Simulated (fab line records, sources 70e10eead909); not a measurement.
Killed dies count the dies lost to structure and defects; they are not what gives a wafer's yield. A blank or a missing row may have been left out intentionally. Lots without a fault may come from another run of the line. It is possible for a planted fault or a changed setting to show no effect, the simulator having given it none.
The same fault as seen by 2 desks ; flow nand-harc ; only its own numbers are on each desk; what lay behind them is given at the end

## THE DEFECT DESK
Lot by lot, what the route's inspections counted, given as the mean of those sampled wafers with a number. The brackets show how far a lot's mean lies from the usual mean; more than 4 standard deviations puts the lot out of limits, marked OUT.
Columns: A = raw-defect-count at NHARC_P_STI_INSPECT_11, usual 5.3; B = raw-defect-count at NHARC_P_STI_INSPECT_25, usual 218; C = raw-defect-count at NHARC_P_GATE_INSPECT_28, usual 6; D = raw-defect-count at NHARC_P_GATE_INSPECT_68, usual 207
lot;first seen here;A;B;C;D
L262;day 2 09:14;3.3;253;8;256
L265;day 3 02:35;6.0;234;10;205
L268;day 3 23:15;7.3;187;4;182
L270;day 4 13:12;4.7;196;7;199
L274;day 5 11:01;6.0;309;6;281
L276;day 5 23:13;6.0;179;10;163
L279;day 6 20:10;6.3;352;5;312
L282;day 7 11:07;8.3;546;423 (+99 or more) OUT;541 (+4.1) OUT
L283;day 7 16:55;5.0;730 (+5.9) OUT;428 (+99 or more) OUT;668 (+5.7) OUT
L284;day 8 01:35;5.0;224;6;196
L285;day 8 05:55;8.3;361;6;304
This desk's verdict: out of limits on L282, L283, starting with L283 at day 9 00:41 (raw-defect-count at NHARC_P_STI_INSPECT_25). In limits: L262, L265, L268, L270, L274, L276, L279, L284, L285.

## FOR THE TOOL OWNER'S DESK: wet-bench-04
The tool's own readings at NHARC_P_STI_PRECLEAN_38 (cleans in SC1): means of the sampled wafers that have a number, for each lot that ran on this tool. The brackets show how far a lot's mean lies from the usual mean; more than 4 standard deviations puts the lot out of limits, marked OUT.
Columns: A = diw-flow-mL-min at NHARC_P_STI_PRECLEAN_38, usual 1415
lot;first seen here;A
L262;day 3 08:43;1419
L268;day 4 22:19;1414
L279;day 7 15:20;1417
L282;day 8 07:50;1411
L283;day 8 14:27;1415
This desk found nothing out of limits on any of the 5 lots.

## ALL TOGETHER
The defect desk could have raised an alarm at day 9 00:41, on L282, L283.
Nothing out of limits was seen by the tool owner's desk.
On record at the tool owner's desk: L282, L283, within its limits.
Every lot named ran NHARC_P_STI_PRECLEAN_38 on wet-bench-04.

## WHAT THE SIMULATOR PUT IN
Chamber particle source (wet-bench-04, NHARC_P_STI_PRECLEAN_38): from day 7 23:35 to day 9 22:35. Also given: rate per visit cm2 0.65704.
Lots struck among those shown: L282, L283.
Hours from the fault's start to each desk's first reading out of limits: the defect desk, 25.
